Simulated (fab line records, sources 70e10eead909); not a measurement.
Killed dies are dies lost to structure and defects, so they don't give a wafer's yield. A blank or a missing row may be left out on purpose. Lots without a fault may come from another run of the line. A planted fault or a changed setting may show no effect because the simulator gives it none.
Which tool did it? | flow nand_harc | 11 lots, 33 wafers sampled, at 1 step of a route of 1159

WHAT THE GAUGES READ, wafer by wafer
NHARC_P_CONTACT_INSPECT_14.
lot  | measured     | on                | raw_defect_count
L583 | day 5 22:33  | defect_inspect-01 | 7 4 5
L586 | day 6 15:14  | defect_inspect-01 | 0 5 6
L588 | day 6 21:49  | defect_inspect-02 | 3 5 5
L589 | day 7 09:50  | defect_inspect-02 | 5 3 2
L590 | day 7 10:07  | defect_inspect-01 | 1 3 0
L591 | day 8 02:26  | defect_inspect-02 | 2 4 3
L600 | day 10 06:24 | defect_inspect-01 | 7 4 9
L601 | day 10 10:19 | defect_inspect-01 | 5 1 1
L603 | day 10 21:40 | defect_inspect-02 | 5 6 2
L605 | day 11 01:52 | defect_inspect-01 | 2 4 2
L604 | day 11 02:03 | defect_inspect-01 | 2 2 2

WHICH TOOL RAN EACH LOT (tool, then ch and the chambers of the sampled wafers, then the start)
The record holds no process step before these readings.

THE ANSWER, worked out from the rows above alone
Rule: what is usual is taken from the lots themselves. Put in order of their means at a reading, lots are off if they are a third of the lots or fewer, leave a main group of 4 or more, and stand apart from it by a gap of 3 or more times the standard deviation of the main group's means; of several such gaps the widest counts. A main group whose means are all the same, to the digits that the tables above print for the reading, isn't used. A lot without any number at a reading at which 4 lots or more have one is off too. The other lots that the step has rows for count as sound.
No lot is off at any reading shown: from this, nothing can be told.

WHAT THE SIMULATOR HAD PUT IN
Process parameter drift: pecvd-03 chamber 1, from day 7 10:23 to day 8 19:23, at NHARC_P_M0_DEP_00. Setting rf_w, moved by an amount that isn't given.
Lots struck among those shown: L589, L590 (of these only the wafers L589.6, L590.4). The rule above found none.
